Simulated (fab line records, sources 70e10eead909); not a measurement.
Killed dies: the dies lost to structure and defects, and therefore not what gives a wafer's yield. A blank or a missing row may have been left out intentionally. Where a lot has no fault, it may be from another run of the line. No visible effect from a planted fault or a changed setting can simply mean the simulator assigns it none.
Matching of chambers | flow nand-harc | pecvd-02 running NHARC_A_STAIRCASE_DEP_301: 3 sister chambers
The step deposits SiON, target thk 30 nm. 3 wafers are shown with their chamber, then 9 later ones without.

== WAFERS PAIRED WITH THEIR CHAMBERS ==
wafer  | chamber | heater-power-w (W)
L084.2 | 2       | 735
L084.4 | 1       | 775
L084.5 | 0       | 828

== WAFERS WITH NO CHAMBER GIVEN ==
wafer  | heater-power-w (W)
L086.1 | 751
L086.2 | 902
L086.4 | 756
L087.2 | 816
L087.3 | 727
L087.6 | 722
L094.3 | 733
L094.5 | 760
L094.6 | 716

== EACH ONE'S CHAMBER ==
wafer  | from the rows above          | in truth
L086.1 | can't be placed: 2 or 1      | 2
L086.2 | can't be placed: 0 or 1      | 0
L086.4 | can't be placed: 1 or 2 or 0 | 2
L087.2 | can't be placed: 0 or 1      | 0
L087.3 | can't be placed: 2 or 1      | 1
L087.6 | can't be placed: 2 or 1      | 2
L094.3 | can't be placed: 2 or 1      | 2
L094.5 | can't be placed: 1 or 2 or 0 | 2
L094.6 | can't be placed: 2 or 1      | 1
0 of 9 placed correctly. Not placeable from these rows: 9 (in 9, the candidates include the true chamber). Placed wrongly: 0.
How it was worked out, from the rows above alone: a wafer's distance from a chamber is the root of the sum, over the readings, of the square of ((its reading less the chamber's mean) divided by the reading's scatter). If the next closest chamber is less than 2 further off than the closest, the wafer can't be placed; otherwise it belongs to the closest. For every chamber, the mean is computed from those of its wafers that are shown. The scatter: with one shown wafer a chamber, the root of the mean of the squares of how far each hidden wafer lies from its nearest shown one.
